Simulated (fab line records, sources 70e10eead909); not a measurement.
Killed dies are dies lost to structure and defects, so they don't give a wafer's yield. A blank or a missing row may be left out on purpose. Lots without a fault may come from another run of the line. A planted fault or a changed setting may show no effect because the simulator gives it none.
fab line records | flow nand_harc | part 1 of 2: steps 1 to 20 of 31
record lots=5 wafers=15 last_day=24
route steps=1159 shown A_STAIRCASE@571
lots that met no fault: from a run of the same line without faults
start_h: hours from the record's first day to the start of the lot's first wafer shown | wait_h: hours since the lot's step before | " the same as in the row above | L1.1+2: a row that stands for several wafers | - no value, or no start given | * or withheld: withheld | < > ~ a bound
route shown NAME@n: a module of which the file shows steps, and the number in the route of the first | usual: mean/standard deviation of fault-free wafers | same: alike in all rows | chamber/n: place in a boat | sites: the reading at each site | _std_site: their standard deviation | _edge_site: outer sites' mean less inner sites' | radius_mm: how far each site lies from the wafer's centre | mask NAME#n: copy n | behind: the tool/chamber that last shaped the wafer | hold: why the lot was held/for how many hours/how that ended | device: the transistor (n, p or np) that didn't switch | end of line: the same wafers' tests at the end of the route | a step without rows: its recipe alone | killed: dies lost to structure and defects at the first sort, not the wafer's yield | map: a wafer's dies, x killed, . not, _ none there
set.NAME: the setting as run; set.NAME@STEP: as run at that earlier step | model.NAME: the simulator's own value behind a step, which no gauge read
lots at some steps of the route; a table a step, a row a wafer
services: from which hour (start_h, from the record's first day; less than 0 if before it) a tool's chamber was out of use, for how many hours, and why
## steps
# step NHARC_A_STAIRCASE_HMDS_177
# recipe time_s=30
# columns lot.wafer tool chamber start_h wait_h
L076.1+2+6 litho_track-05 0 - -
L082.1+4+5 litho_track-07 0 - -
L081.1+2+5 litho_track-02 0 - -
L090.1+4+5 litho_track-05 0 - -
L097.2+3+5 litho_track-02 0 - -
# step NHARC_A_STAIRCASE_COAT_178
# recipe spin_rpm=1200
# columns lot.wafer tool chamber start_h wait_h
L076.1+2+6 litho_track-05 0 - -
L082.1+4+5 litho_track-07 0 - -
L081.1+2+5 litho_track-02 0 - -
L090.1+4+5 litho_track-05 0 - -
L097.2+3+5 litho_track-02 0 - -
# step NHARC_A_STAIRCASE_SOFTBAKE_179
# recipe temp_c=135 time_s=170
# columns lot.wafer tool chamber start_h wait_h
L076.1+2+6 litho_track-05 0 - -
L082.1+4+5 litho_track-07 0 - -
L081.1+2+5 litho_track-02 0 - -
L090.1+4+5 litho_track-05 0 - -
L097.2+3+5 litho_track-02 0 - -
# step NHARC_A_STAIRCASE_EBR_180
# columns lot.wafer tool chamber start_h wait_h
L076.1+2+6 litho_track-05 0 - -
L082.1+4+5 litho_track-07 0 - -
L081.1+2+5 litho_track-02 0 - -
L090.1+4+5 litho_track-05 0 - -
L097.2+3+5 litho_track-02 0 - -
# step NHARC_A_STAIRCASE_EXPOSE_181
# recipe na=0.5 dose_mj=27.87 mask_id=STAIR_2
# usual reticle_temp_C=23.00/0.1
# same na=0.5
# columns lot.wafer tool chamber start_h wait_h mask reticle_temp_C
L076.1 krf_scanner-02 0 255.85 - STAIR_2#0 22.91
L076.2 " 0 " " STAIR_2#0 23.01
L076.6 " 0 " " STAIR_2#0 22.98
L082.1 krf_scanner-03 0 285.80 - STAIR_2#0 22.86
L082.4 " 0 " " STAIR_2#0 22.91
L082.5 " 0 " " STAIR_2#0 22.96
L081.1 krf_scanner-01 0 286.09 - STAIR_2#0 23.11
L081.2 " 0 " " STAIR_2#0 23.02
L081.5 " 0 " " STAIR_2#0 22.95
L090.1 krf_scanner-01 0 328.84 - STAIR_2#0 22.91
L090.4 " 0 " " STAIR_2#0 23.01
L090.5 " 0 " " STAIR_2#0 23.03
L097.2 krf_scanner-01 0 381.88 - STAIR_2#0 23.08
L097.3 " 0 " " STAIR_2#0 23.02
L097.5 " 0 " " STAIR_2#0 22.93
# step NHARC_A_STAIRCASE_PEB_182
# recipe peb_temp_c=115 peb_time_s=130
# columns lot.wafer tool chamber start_h wait_h
L076.1+2+6 litho_track-02 0 255.91 0.1
L082.1+4+5 litho_track-05 0 285.87 0.1
L081.1+2+5 litho_track-07 0 286.15 0.1
L090.1+4+5 litho_track-07 0 328.91 0.1
L097.2+3+5 litho_track-05 0 381.94 0.1
# step NHARC_A_STAIRCASE_DEVELOP_183
# recipe time_s=140
# columns lot.wafer tool chamber start_h wait_h
L076.1+2+6 litho_track-02 0 - -
L082.1+4+5 litho_track-05 0 - -
L081.1+2+5 litho_track-07 0 - -
L090.1+4+5 litho_track-07 0 - -
L097.2+3+5 litho_track-05 0 - -
# step NHARC_A_STAIRCASE_HARDBAKE_185
# recipe temp_c=120 time_s=140
# columns lot.wafer tool chamber start_h wait_h
L076.1+2+6 litho_track-07 0 256.14 -
L082.1+4+5 litho_track-07 0 286.09 -
L081.1+2+5 litho_track-07 0 286.37 -
L090.1+4+5 litho_track-05 0 329.12 -
L097.2+3+5 litho_track-02 0 382.17 -
# step NHARC_A_STAIRCASE_DESCUM_186
# recipe time_s=3 o2_flow_sccm=200 ar_flow_sccm=0 bias_power_w=0 chemistry=O2
# usual drypump_motor_current_A=5.7/0.53 oes_product_au=0.999/0.011 rf_vpp_V=58.0/0.97 showerhead_plenum_p_Torr=1.94/0.083 throttle_valve_pct=11.312/0.0095
# columns lot.wafer tool chamber start_h wait_h drypump_motor_current_A oes_product_au rf_hours_counter_h rf_vpp_V showerhead_plenum_p_Torr throttle_valve_pct
L076.2 rie_diel-01 1 256.23 - 5.6 1.009 35 58.4 1.92 11.332
L076.1 " 2 " " 5.5 0.996 35 57.3 1.90 11.313
L076.6 " 1 " " 5.6 1.001 - 58.7 1.92 11.308
L082.1 rie_diel-01 1 286.19 - 5.6 1.022 46 59.1 1.92 11.302
L082.4 " 3 " " 5.0 1.017 45 58.7 1.96 11.328
L082.5 " 1 " " 5.6 1.002 - 57.4 1.92 11.322
L081.1 rie_diel-08 3 286.47 - 6.0 1.006 60 58.6 1.98 11.293
L081.2 " 0 " " 5.5 0.981 58 57.3 1.96 11.317
L081.5 " 3 " " 6.0 0.993 - 58.7 1.98 11.308
L090.4 rie_diel-08 3 329.23 - 6.0 1.002 8 57.0 1.97 11.303
L090.1 " 0 " " 5.6 1.003 9 57.9 1.95 11.298
L090.5 " 2 " " 5.6 1.004 - 58.4 2.07 11.307
L097.2 rie_diel-02 2 382.26 - 6.5 0.987 12 59.3 1.95 11.315
L097.3 " 1 " " 5.2 0.985 11 58.7 1.80 11.305
L097.5 " 3 " " 6.6 1.000 - 59.4 1.82 11.330
# step NHARC_A_STAIRCASE_TRIM_187
# recipe time_s=211.2 o2_flow_sccm=500 ar_flow_sccm=0 bias_w=0 chemistry=O2
# usual drypump_motor_current_A=5.7/0.52 oes_product_au=1.000/0.0099 rf_vpp_V=57.8/0.92 showerhead_plenum_p_Torr=3.59/0.15 throttle_valve_pct=17.037/0.0088
# columns lot.wafer tool chamber start_h wait_h drypump_motor_current_A oes_product_au rf_hours_counter_h rf_vpp_V showerhead_plenum_p_Torr throttle_valve_pct
L076.1 rie_diel-01 0 256.37 0.1 6.0 0.989 35 59.4 3.79 17.025
L076.2 " 1 " " 5.7 1.010 36 59.1 3.55 17.026
L076.6 " 0 " " 6.0 0.993 - 59.1 3.79 17.029
L082.1 rie_diel-01 0 286.28 0.1 6.0 0.979 45 57.4 3.78 17.052
L082.4 " 2 " " 5.5 0.988 46 58.3 3.49 17.034
L082.5 " 3 " " 5.1 1.005 - 58.8 3.61 17.040
L081.2 rie_diel-08 0 286.55 0.1 5.6 0.988 58 57.6 3.60 17.038
L081.1 " 1 " " 5.2 1.001 56 57.2 3.46 17.044
L081.5 " 0 " " 5.6 0.990 - 58.2 3.60 17.032
L090.4 rie_diel-08 1 329.35 0.1 5.2 1.006 10 57.5 3.45 17.046
L090.1 " 0 " " 5.6 1.001 9 59.0 3.59 17.052
L090.5 " 2 " " 5.6 1.006 - 59.1 3.80 17.030
L097.3 rie_diel-02 0 382.36 0.1 4.9 1.007 13 58.2 3.77 17.037
L097.2 " 1 " " 5.2 0.964 11 57.6 3.33 17.038
L097.5 " 3 " " 6.6 0.991 - 56.3 3.36 17.043
# step NHARC_A_STAIRCASE_ETCH_188
# recipe target_depth_a=1000 time_s=40.5 ion_energy_ev=400 c4f8_flow_sccm=20 o2_flow_sccm=10 ar_flow_sccm=withheld rf_w=600 bias_w=1000 chemistry=C4F8/O2
# usual oes_product_au=0.938/0.012 rf_vpp_V=898/5.3
# columns lot.wafer tool chamber start_h wait_h oes_product_au rf_hours_counter_h rf_vpp_V
L076.1 rie_diel-01 1 - - 0.933 36 898
L076.2 " 2 " " 0.928 35 894
L076.6 " 0 " " 0.919 - 904
L082.1 rie_diel-01 2 - - 0.959 46 895
L082.4 " 3 " " 0.961 45 899
L082.5 " 3 " " 0.959 - 898
L081.2 rie_diel-08 1 - - 0.951 57 893
L081.1 " 2 " " 0.953 55 888
L081.5 " 0 " " 0.925 - 898
L090.4 rie_diel-08 3 - - 0.932 9 898
L090.1 " 2 " " 0.929 10 907
L090.5 " 0 " " 0.927 - 898
L097.2 rie_diel-02 1 - - 0.930 11 890
L097.3 " 3 " " 0.947 14 890
L097.5 " 0 " " 0.942 - 905
# step NHARC_A_STAIRCASE_TRIM_189
# recipe time_s=211.2 o2_flow_sccm=500 ar_flow_sccm=0 bias_w=0 chemistry=O2
# usual drypump_motor_current_A=5.7/0.53 oes_product_au=1.000/0.01 rf_vpp_V=57.9/0.9 showerhead_plenum_p_Torr=3.57/0.15 throttle_valve_pct=17.038/0.009
# columns lot.wafer tool chamber start_h wait_h drypump_motor_current_A oes_product_au rf_hours_counter_h rf_vpp_V showerhead_plenum_p_Torr throttle_valve_pct
L076.1 rie_diel-01 3 - - 5.1 1.001 35 57.8 3.62 17.035
L076.2 " 0 " " 6.0 0.991 35 58.7 3.79 17.043
L076.6 " 3 " " 5.1 0.998 - 56.0 3.62 17.034
L082.4 rie_diel-01 2 - - 5.5 1.008 46 58.2 3.49 17.030
L082.1 " 3 " " 5.0 1.000 45 58.9 3.61 17.041
L082.5 " 2 " " 5.5 0.987 - 59.4 3.49 17.020
L081.2 rie_diel-08 1 - - 5.2 1.018 57 57.7 3.46 17.056
L081.1 " 3 " " 6.0 1.010 61 57.6 3.64 17.037
L081.5 " 2 " " 5.6 1.005 - 57.9 3.27 17.030
L090.4 rie_diel-08 3 - - 6.0 0.994 9 56.7 3.63 17.042
L090.1 " 0 " " 5.6 1.003 9 57.1 3.59 17.050
L090.5 " 2 " " 5.6 1.007 - 57.8 3.80 17.022
L097.3 rie_diel-02 1 - - 5.2 0.972 12 58.2 3.33 17.051
L097.2 " 2 " " 6.5 0.989 12 58.5 3.59 17.041
L097.5 " 1 " " 5.2 0.985 - 58.0 3.33 17.038
# step NHARC_A_STAIRCASE_ETCH_190
# recipe target_depth_a=1000 time_s=40.5 ion_energy_ev=400 c4f8_flow_sccm=20 o2_flow_sccm=10 ar_flow_sccm=withheld rf_w=600 bias_w=1000 chemistry=C4F8/O2
# usual oes_product_au=0.941/0.011 rf_vpp_V=898/5.4
# columns lot.wafer tool chamber start_h wait_h oes_product_au rf_hours_counter_h rf_vpp_V
L076.2 rie_diel-01 3 - - 0.948 35 899
L076.1 " 1 " " 0.946 36 896
L076.6 " 2 " " 0.937 - 894
L082.4 rie_diel-01 3 - - 0.955 45 898
L082.1 " 1 " " 0.963 46 897
L082.5 " 3 " " 0.941 - 899
L081.1 rie_diel-08 0 - - 0.941 59 898
L081.2 " 2 " " 0.938 55 886
L081.5 " 1 " " 0.951 - 894
L090.4 rie_diel-08 0 - - 0.936 9 899
L090.1 " 1 " " 0.940 10 894
L090.5 " 1 " " 0.941 - 891
L097.2 rie_diel-02 0 - - 0.957 13 903
L097.3 " 1 " " 0.924 12 888
L097.5 " 0 " " 0.949 - 906
# step NHARC_A_STAIRCASE_TRIM_191
# recipe time_s=211.2 o2_flow_sccm=500 ar_flow_sccm=0 bias_w=0 chemistry=O2
# usual drypump_motor_current_A=5.6/0.53 oes_product_au=0.999/0.0099 rf_vpp_V=57.9/0.9 showerhead_plenum_p_Torr=3.58/0.15 throttle_valve_pct=17.036/0.0089
# columns lot.wafer tool chamber start_h wait_h drypump_motor_current_A oes_product_au rf_hours_counter_h rf_vpp_V showerhead_plenum_p_Torr throttle_valve_pct
L076.2 rie_diel-01 3 - - 5.1 1.014 35 57.5 3.62 17.044
L076.1 " 1 " " 5.6 1.012 36 57.9 3.55 17.039
L076.6 " 2 " " 5.6 1.002 - 56.7 3.50 17.031
L082.4 rie_diel-01 1 - - 5.6 1.005 46 57.0 3.54 17.029
L082.1 " 2 " " 5.5 0.988 46 57.8 3.49 17.047
L082.5 " 0 " " 6.1 0.986 - 58.7 3.78 17.030
L081.2 rie_diel-08 1 - - 5.2 1.015 57 57.5 3.46 17.045
L081.1 " 2 " " 5.6 1.004 56 55.3 3.27 17.045
L081.5 " 1 " " 5.2 1.003 - 56.4 3.46 17.032
L090.1 rie_diel-08 3 - - 6.0 0.994 9 58.0 3.63 17.034
L090.4 " 1 " " 5.2 1.000 11 57.4 3.45 17.029
L090.5 " 3 " " 6.0 0.997 - 57.6 3.63 17.030
L097.3 rie_diel-02 1 - - 5.2 0.985 12 57.1 3.33 17.029
L097.2 " 3 " " 6.6 1.010 14 57.6 3.36 17.027
L097.5 " 0 " " 4.9 1.007 - 58.5 3.77 17.025
# step NHARC_A_STAIRCASE_ETCH_192
# recipe target_depth_a=1000 time_s=40.5 ion_energy_ev=400 c4f8_flow_sccm=20 o2_flow_sccm=10 ar_flow_sccm=withheld rf_w=600 bias_w=1000 chemistry=C4F8/O2
# usual oes_product_au=0.939/0.012 rf_vpp_V=898/5.3
# columns lot.wafer tool chamber start_h wait_h oes_product_au rf_hours_counter_h rf_vpp_V
L076.2 rie_diel-01 0 - - 0.922 36 905
L076.1 " 2 " " 0.935 35 896
L076.6 " 3 " " 0.945 - 900
L082.4 rie_diel-01 3 - - 0.965 45 899
L082.1 " 0 " " 0.933 46 905
L082.5 " 2 " " 0.954 - 895
L081.1 rie_diel-08 0 - - 0.935 59 899
L081.2 " 3 " " 0.943 61 900
L081.5 " 0 " " 0.929 - 897
L090.4 rie_diel-08 1 - - 0.931 11 894
L090.1 " 2 " " 0.935 10 905
L090.5 " 3 " " 0.928 - 899
L097.2 rie_diel-02 2 - - 0.934 12 900
L097.3 " 0 " " 0.955 13 904
L097.5 " 3 " " 0.947 - 891
# step NHARC_A_STAIRCASE_TRIM_193
# recipe time_s=211.2 o2_flow_sccm=500 ar_flow_sccm=0 bias_w=0 chemistry=O2
# usual drypump_motor_current_A=5.7/0.53 oes_product_au=0.999/0.01 rf_vpp_V=57.8/0.85 showerhead_plenum_p_Torr=3.58/0.15 throttle_valve_pct=17.035/0.0097
# columns lot.wafer tool chamber start_h wait_h drypump_motor_current_A oes_product_au rf_hours_counter_h rf_vpp_V showerhead_plenum_p_Torr throttle_valve_pct
L076.1 rie_diel-01 2 - - 5.6 0.998 35 56.7 3.50 17.037
L076.2 " 0 " " 6.0 0.987 36 59.3 3.79 17.020
L076.6 " 2 " " 5.6 1.005 - 57.9 3.50 17.032
L082.1 rie_diel-01 1 - - 5.6 1.016 46 58.6 3.54 17.018
L082.4 " 3 " " 5.0 1.025 45 59.6 3.61 17.045
L082.5 " 0 " " 6.0 1.002 - 56.7 3.78 17.015
L081.1 rie_diel-08 3 - - 6.0 1.001 61 58.1 3.64 17.028
L081.2 " 1 " " 5.2 1.010 57 56.7 3.46 17.043
L081.5 " 3 " " 6.0 0.995 - 57.8 3.64 17.041
L090.1 rie_diel-08 3 - - 6.0 0.996 9 56.4 3.63 17.035
L090.4 " 0 " " 5.6 1.001 10 58.1 3.59 17.041
L090.5 " 1 " " 5.2 0.993 - 57.9 3.45 17.049
L097.3 rie_diel-02 2 - - 6.5 0.989 12 57.1 3.59 17.034
L097.2 " 3 " " 6.6 0.998 14 57.1 3.36 17.040
L097.5 " 1 " " 5.2 0.973 - 56.7 3.33 17.050
# step NHARC_A_STAIRCASE_ETCH_194
# recipe target_depth_a=1000 time_s=40.5 ion_energy_ev=400 c4f8_flow_sccm=20 o2_flow_sccm=10 ar_flow_sccm=withheld rf_w=600 bias_w=1000 chemistry=C4F8/O2
# usual oes_product_au=0.937/0.011 rf_vpp_V=898/5.4
# columns lot.wafer tool chamber start_h wait_h oes_product_au rf_hours_counter_h rf_vpp_V
L076.1 rie_diel-01 0 - - 0.924 36 905
L076.2 " 2 " " 0.937 36 895
L076.6 " 3 " " 0.941 - 900
L082.4 rie_diel-01 3 - - 0.965 46 900
L082.1 " 0 " " 0.932 46 903
L082.5 " 3 " " 0.953 - 898
L081.2 rie_diel-08 0 - - 0.936 59 899
L081.1 " 1 " " 0.966 57 892
L081.5 " 2 " " 0.933 - 886
L090.1 rie_diel-08 2 - - 0.930 11 905
L090.4 " 3 " " 0.927 10 901
L090.5 " 0 " " 0.933 - 898
L097.3 rie_diel-02 0 - - 0.946 14 905
L097.2 " 2 " " 0.929 12 897
L097.5 " 0 " " 0.958 - 904
# step NHARC_A_STAIRCASE_TRIM_196
# recipe time_s=211.2 o2_flow_sccm=500 ar_flow_sccm=0 bias_w=0 chemistry=O2
# usual drypump_motor_current_A=5.7/0.51 oes_product_au=0.997/0.011 rf_vpp_V=57.8/0.87 showerhead_plenum_p_Torr=3.55/0.15 throttle_valve_pct=17.037/0.0086
# columns lot.wafer tool chamber start_h wait_h drypump_motor_current_A oes_product_au rf_hours_counter_h rf_vpp_V showerhead_plenum_p_Torr throttle_valve_pct
L076.2 rie_diel-01 3 257.78 0.2 5.0 1.005 36 58.5 3.62 17.027
L076.1 " 0 " " 6.0 0.992 36 58.9 3.79 17.037
L076.6 " 1 " " 5.6 1.020 - 58.2 3.55 17.027
L082.4 rie_diel-02 0 287.40 0.1 4.9 0.993 47 58.8 3.78 17.029
L082.1 " 1 " " 5.2 0.981 35 57.4 3.34 17.032
L082.5 " 3 " " 6.6 0.997 - 57.3 3.38 17.038
L081.2 rie_diel-08 2 287.61 0.1 5.7 1.009 56 57.8 3.27 17.042
L081.1 " 0 " " 5.5 0.988 59 58.7 3.60 17.041
L081.5 " 2 " " 5.6 1.001 - 56.6 3.27 17.036
L090.4 rie_diel-01 2 330.83 0.1 5.5 0.982 3 58.4 3.48 17.018
L090.1 " 0 " " 6.0 0.982 2 58.2 3.78 17.032
L090.5 " 2 " " 5.5 0.987 - 57.2 3.48 17.047
L097.3 rie_diel-02 2 383.38 0.1 6.5 0.993 12 59.5 3.59 17.034
L097.2 " 0 " " 4.9 1.003 14 58.4 3.77 17.051
L097.5 " 3 " " 6.6 1.004 - 56.9 3.36 17.041
# step NHARC_A_STAIRCASE_ETCH_197
# recipe target_depth_a=1000 time_s=40.5 ion_energy_ev=400 c4f8_flow_sccm=20 o2_flow_sccm=10 ar_flow_sccm=withheld rf_w=600 bias_w=1000 chemistry=C4F8/O2
# usual oes_product_au=0.944/0.017 rf_vpp_V=897/5.8
# columns lot.wafer tool chamber start_h wait_h oes_product_au rf_hours_counter_h rf_vpp_V
L076.2 rie_diel-01 3 - - 0.961 36 899
L076.1 " 2 " " 0.932 36 893
L076.6 " 3 " " 0.952 - 899
L082.1 rie_diel-02 0 - - 0.923 47 905
L082.4 " 3 " " 0.923 49 891
L082.5 " 1 " " 0.906 - 889
L081.1 rie_diel-08 2 - - 0.932 56 886
L081.2 " 0 " " 0.926 59 898
L081.5 " 1 " " 0.945 - 893
L090.1 rie_diel-01 2 - - 0.918 4 894
L090.4 " 3 " " 0.940 4 898
L090.5 " 2 " " 0.926 - 894
L097.2 rie_diel-02 2 - - 0.921 12 900
L097.3 " 3 " " 0.943 14 889
L097.5 " 0 " " 0.953 - 902
# step NHARC_A_STAIRCASE_TRIM_198
# recipe time_s=211.2 o2_flow_sccm=500 ar_flow_sccm=0 bias_w=0 chemistry=O2
# usual drypump_motor_current_A=5.7/0.52 oes_product_au=0.998/0.01 rf_vpp_V=57.9/0.98 showerhead_plenum_p_Torr=3.57/0.15 throttle_valve_pct=17.036/0.0089
# columns lot.wafer tool chamber start_h wait_h drypump_motor_current_A oes_product_au rf_hours_counter_h rf_vpp_V showerhead_plenum_p_Torr throttle_valve_pct
L076.1 rie_diel-01 0 - - 6.0 0.988 36 58.6 3.79 17.033
L076.2 " 1 " " 5.6 1.012 37 59.4 3.55 17.040
L076.6 " 3 " " 5.0 0.997 - 58.1 3.62 17.041
L082.4 rie_diel-02 0 - - 4.9 1.003 47 57.9 3.78 17.037
L082.1 " 2 " " 6.5 1.004 39 57.5 3.60 17.047
L082.5 " 1 " " 5.2 0.991 - 56.8 3.34 17.039
L081.1 rie_diel-08 1 - - 5.2 1.012 57 57.8 3.46 17.025
L081.2 " 3 " " 6.0 1.001 61 58.1 3.64 17.037
L081.5 " 1 " " 5.2 1.009 - 58.0 3.46 17.041
L090.4 rie_diel-01 1 - - 5.7 1.013 3 58.4 3.53 17.039
L090.1 " 0 " " 6.0 0.995 3 58.3 3.77 17.027
L090.5 " 1 " " 5.7 1.012 - 57.8 3.53 17.044
L097.2 rie_diel-02 2 - - 6.4 0.980 12 58.6 3.59 17.033
L097.3 " 3 " " 6.6 0.991 14 56.0 3.36 17.032
L097.5 " 0 " " 4.9 1.011 - 59.0 3.77 17.036
